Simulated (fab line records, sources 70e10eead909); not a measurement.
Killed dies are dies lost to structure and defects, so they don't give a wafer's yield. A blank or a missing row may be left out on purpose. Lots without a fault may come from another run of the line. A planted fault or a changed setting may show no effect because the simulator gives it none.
fab line records | flow nand_harc | part 2 of 2: steps 5 to 6 of 6
record lots=24 wafers=72 last_day=33
route steps=1302 shown A_SGD_CUT@901 A_WL_FILL@954 A_CONTACT@998
lots that met no fault: from a run of the same line without faults
start_h: hours from the record's first day to the start of the lot's first wafer shown | wait_h: hours since the lot's step before | " the same as in the row above | L1.1+2: a row that stands for several wafers | - no value, or no start given | * or withheld: withheld | < > ~ a bound
route shown NAME@n: a module of which the file shows steps, and the number in the route of the first | usual: mean/standard deviation of fault-free wafers | same: alike in all rows | chamber/n: place in a boat | sites: the reading at each site | _std_site: their standard deviation | _edge_site: outer sites' mean less inner sites' | radius_mm: how far each site lies from the wafer's centre | mask NAME#n: copy n | behind: the tool/chamber that last shaped the wafer | hold: why the lot was held/for how many hours/how that ended | device: the transistor (n, p or np) that didn't switch | end of line: the same wafers' tests at the end of the route | a step without rows: its recipe alone | killed: dies lost to structure and defects at the first sort, not the wafer's yield | map: a wafer's dies, x killed, . not, _ none there
set.NAME: the setting as run; set.NAME@STEP: as run at that earlier step | model.NAME: the simulator's own value behind a step, which no gauge read
steps of the route over a sample of lots; a table a step, a row a wafer
services: from which hour (start_h, from the record's first day; less than 0 if before it) a tool's chamber was out of use, for how many hours, and why
## steps
# step NHARC_A_WL_FILL_ETCHBACK_26
# recipe target_depth_a=520 time_s=13.3 hbr_flow_sccm=150 rf_w=350 icp_w=350 bias_w=60 chemistry=HBr
# usual bias_w=60.01/0.18 drypump_motor_current_A=5.9/0.44 oes_product_au=0.998/0.0082 throttle_valve_pct=23.266/0.01
# columns lot.wafer tool chamber start_h wait_h bias_w drypump_motor_current_A oes_product_au rf_hours_counter_h throttle_valve_pct
L075.4 rie_si-06 1 498.99 0.4 60.01 6.5 1.007 0.2 23.274
L075.5 " 1 " " 60.27 6.5 1.009 - 23.268
L075.6 " 2 " " 60.08 5.5 1.003 - 23.280
L076.3 rie_si-03 0 498.99 0.4 60.07 5.4 0.997 0.7 23.261
L076.4 " 2 " " 60.17 5.4 1.008 0.6 23.267
L076.1 " 3 " " 59.73 6.3 0.998 0.7 23.271
L077.3 rie_si-04 2 503.70 0.4 59.92 5.2 0.992 0.8 23.256
L077.5 " 3 " " 60.00 5.5 1.004 - 23.251
L077.6 " 0 " " 60.39 5.7 1.009 - 23.264
L074.1 rie_si-03 0 508.73 0.4 59.81 5.4 0.990 0.7 23.280
L074.6 " 1 " " 59.90 6.5 0.986 - 23.282
L074.5 " 2 " " 59.92 5.4 1.001 - 23.262
L078.4 rie_si-04 0 516.48 0.4 59.93 5.7 1.004 0.8 23.255
L078.1 " 2 " " 59.97 5.2 1.001 0.9 23.266
L078.5 " 3 " " 59.72 5.4 0.993 - 23.272
L079.3 rie_si-06 2 526.57 0.4 59.97 5.5 1.011 0.8 23.276
L079.4 " 3 " " 59.92 5.9 0.999 0.7 23.262
L079.6 " 2 " " 59.88 5.5 1.007 - 23.248
L080.1 rie_si-03 1 526.60 0.4 59.62 6.5 0.993 0.9 23.255
L080.5 " 2 " " 60.11 5.4 1.004 - 23.263
L080.6 " 3 " " 60.20 6.3 1.006 - 23.268
L081.2 rie_si-03 0 545.12 0.4 60.09 5.3 0.981 1.0 23.250
L081.1 " 1 " " 59.92 6.5 0.994 1.0 23.259
L081.5 " 2 " " 60.41 5.4 0.994 - 23.256
L082.3 rie_si-06 3 556.45 0.4 60.16 5.9 1.005 0.8 23.277
L082.1 " 0 " " 59.75 6.4 0.998 0.6 23.258
L082.6 " 2 " " 60.17 5.5 1.010 - 23.252
L083.4 rie_si-03 2 569.41 0.4 59.96 5.4 1.006 1.2 23.252
L083.3 " 0 " " 60.11 5.3 0.993 1.1 23.276
L083.1 " 1 " " 59.70 6.5 0.990 1.1 23.255
L086.2 rie_si-04 3 581.51 0.4 60.00 5.4 1.001 0.4 23.249
L086.5 " 3 " " 59.71 5.5 1.006 - 23.253
L086.6 " 0 " " 60.06 5.7 0.987 - 23.254
L084.2 rie_si-06 3 581.51 0.4 59.50 5.9 0.982 1.0 23.280
L084.1 " 0 " " 59.98 6.4 0.987 0.8 23.288
L084.3 " 2 " " 60.04 5.5 0.996 1.2 23.256
L085.3 rie_si-06 0 586.81 0.4 59.78 6.4 0.991 0.8 23.244
L085.6 " 3 " " 59.98 5.9 0.987 - 23.270
L085.5 " 0 " " 60.01 6.4 0.991 - 23.278
L087.4 rie_si-03 0 601.41 0.4 60.16 5.4 1.000 0.1 23.260
L087.3 " 2 " " 59.74 5.4 0.998 0.1 23.255
L087.5 " 1 " " 60.12 6.5 0.995 - 23.273
L089.1 rie_si-03 3 623.16 0.4 59.90 6.2 1.014 0.2 23.271
L089.4 " 1 " " 59.89 6.5 1.002 0.3 23.252
L089.2 " 2 " " 60.04 5.4 1.002 0.2 23.273
L088.2 rie_si-06 3 626.17 0.4 60.06 5.9 1.002 0.1 23.259
L088.5 " 1 " " 60.15 6.5 1.008 - 23.256
L088.6 " 2 " " 60.14 5.5 1.008 - 23.262
L090.2 rie_si-04 1 639.35 0.4 60.16 6.0 0.996 0.6 23.259
L090.1 " 2 " " 59.97 5.2 0.990 0.9 23.262
L090.4 " 0 " " 60.09 5.7 0.989 0.6 23.268
L091.3 rie_si-06 3 639.36 0.4 60.04 5.9 0.998 0.2 23.271
L091.4 " 0 " " 60.00 6.4 1.004 0.2 23.263
L091.2 " 1 " " 60.06 6.5 0.989 0.1 23.258
L092.1 rie_si-04 0 657.15 0.4 60.05 5.7 0.987 0.7 23.279
L092.3 " 2 " " 60.12 5.2 0.989 0.9 23.260
L092.6 " 0 " " 59.91 5.7 0.993 - 23.269
L093.4 rie_si-06 2 660.99 0.4 59.77 5.5 1.007 0.3 23.268
L093.5 " 1 " " 59.92 6.5 1.002 - 23.266
L093.6 " 2 " " 59.64 5.5 1.003 - 23.277
L095.4 rie_si-06 2 688.16 0.4 60.35 5.5 1.009 0.5 23.281
L095.1 " 0 " " 59.84 6.4 0.997 0.5 23.263
L095.3 " 1 " " 60.18 6.5 1.002 0.4 23.265
L094.1 rie_si-04 3 688.16 0.4 60.26 5.5 1.001 1.2 23.250
L094.2 " 1 " " 60.11 6.0 0.981 1.0 23.276
L094.4 " 2 " " 59.91 5.2 0.987 1.1 23.251
L096.3 rie_si-06 3 691.33 0.4 60.14 5.9 0.992 0.6 23.263
L096.1 " 0 " " 59.80 6.4 0.999 0.5 23.280
L096.5 " 2 " " 60.06 5.5 1.001 - 23.273
L097.3 rie_si-06 2 712.05 0.4 60.37 5.5 0.998 0.7 23.256
L097.4 " 0 " " 60.01 6.4 0.997 0.6 23.252
L097.5 " 3 " " 60.28 5.9 1.003 - 23.262
# step NHARC_A_CONTACT_OVL_MEAS_43
# usual overlay_x_nm=0.1/1 overlay_y_nm=0.0/0.9
# columns lot.wafer tool chamber start_h wait_h overlay_x_nm overlay_y_nm
L076.1 overlay-02 - 505.71 - -0.2 -1.4
L076.3 " - " " -0.3 -1.5
L076.4 " - " " 0.1 -1.1
L075.4 overlay-01 - 505.91 - -1.4 -0.9
L075.5 " - " " -1.5 -1.3
L075.6 " - " " -1.3 -1.8
L077.3 overlay-01 - 510.62 - 1.9 -0.1
L077.5 " - " " 1.8 -0.2
L077.6 " - " " 1.2 -0.2
L074.1 overlay-01 - 515.50 - 1.6 0.0
L074.5 " - " " 1.8 -0.2
L074.6 " - " " 1.7 0.1
L078.1 overlay-02 - 523.59 - -0.2 -0.8
L078.4 " - " " -0.2 -1.2
L078.5 " - " " 0.0 -1.0
L079.3 overlay-02 - 533.40 - -0.3 0.5
L079.4 " - " " -0.7 -0.1
L079.6 " - " " -0.9 0.5
L080.1 overlay-01 - 533.78 - -1.5 -0.4
L080.5 " - " " -1.6 0.1
L080.6 " - " " -1.2 0.6
L081.1 overlay-01 - 554.11 - -1.5 -1.1
L081.2 " - " " -1.8 -1.3
L081.5 " - " " -1.3 -1.2
L082.1 overlay-02 - 563.92 - -0.3 -0.5
L082.3 " - " " -0.1 0.7
L082.6 " - " " -0.1 -0.1
L083.1 overlay-01 - 576.31 - 0.5 -0.1
L083.3 " - " " 0.4 0.0
L083.4 " - " " 0.8 0.2
L084.1 overlay-02 - 588.39 - 0.1 0.2
L084.2 " - " " -0.2 0.0
L084.3 " - " " -0.2 0.6
L086.2 overlay-02 - 588.58 - -0.3 0.7
L086.5 " - " " -0.3 0.0
L086.6 " - " " -0.8 0.3
L085.3 overlay-02 - 596.57 - -0.6 -1.6
L085.5 " - " " -1.3 -1.6
L085.6 " - " " -0.2 -1.4
L087.3 overlay-01 - 608.62 - 1.5 -0.1
L087.4 " - " " 0.7 0.0
L087.5 " - " " 1.6 0.1
L089.1 overlay-02 - 632.04 - -1.1 1.0
L089.2 " - " " -0.4 0.7
L089.4 " - " " -0.7 0.4
L088.2 overlay-02 - 633.05 - 0.2 1.1
L088.5 " - " " 0.5 1.0
L088.6 " - " " -0.4 0.8
L091.2 overlay-01 - 646.35 - 1.3 1.4
L091.3 " - " " 1.1 1.1
L091.4 " - " " 1.3 1.3
L090.1 overlay-02 - 646.50 - 0.5 0.1
L090.2 " - " " 1.1 0.4
L090.4 " - " " 0.1 0.1
L092.1 overlay-01 - 664.89 - 1.2 -1.4
L092.3 " - " " 0.8 -1.7
L092.6 " - " " 1.5 -1.2
L093.4 overlay-01 - 668.19 - 0.2 -0.1
L093.5 " - " " 0.1 -0.1
L093.6 " - " " -0.4 -0.1
L094.1 overlay-02 - 695.05 - -0.3 1.0
L094.2 " - " " -0.3 0.8
L094.4 " - " " -0.7 0.8
L095.1 overlay-02 - 697.09 - 1.8 1.9
L095.3 " - " " 1.5 1.9
L095.4 " - " " 1.8 1.9
L096.1 overlay-01 - 701.19 - 1.5 0.9
L096.3 " - " " 1.5 0.5
L096.5 " - " " 1.3 0.5
L097.3 overlay-02 - 718.85 - 0.1 0.5
L097.4 " - " " -0.4 0.2
L097.5 " - " " -0.7 0.6
## services
# columns tool chamber start_h hours kind
rie_diel-09 1 431.50 4.7 repair
rie_si-06 - 442.16 0.4 repair
rie_diel-13 1 455.85 7.9 repair
rie_diel-03 - 458.30 9.0 pm
rie_si-06 1 461.77 16.7 repair
rie_diel-09 0 463.49 5.8 repair
rie_diel-03 1 477.27 14.6 repair
rie_diel-09 0 480.93 3.9 repair
ald_metal-01 2 490.21 5.0 repair
rie_diel-09 - 497.10 9.0 pm
rie_diel-13 2 498.41 1.5 repair
rie_diel-13 - 519.00 9.0 pm
ald_metal-01 - 526.00 10.0 pm
rie_diel-03 3 534.76 4.0 repair
rie_si-06 3 540.77 2.4 repair
rie_si-06 - 566.71 0.1 repair
rie_si-06 - 603.00 9.0 pm
rie_diel-03 - 635.30 9.0 pm
rie_diel-09 1 642.99 2.7 repair
rie_si-06 - 661.54 0.2 repair
rie_diel-09 - 674.10 9.0 pm
rie_si-06 2 678.65 3.5 repair
rie_diel-13 - 696.00 9.0 pm
rie_diel-13 1 712.03 11.7 repair
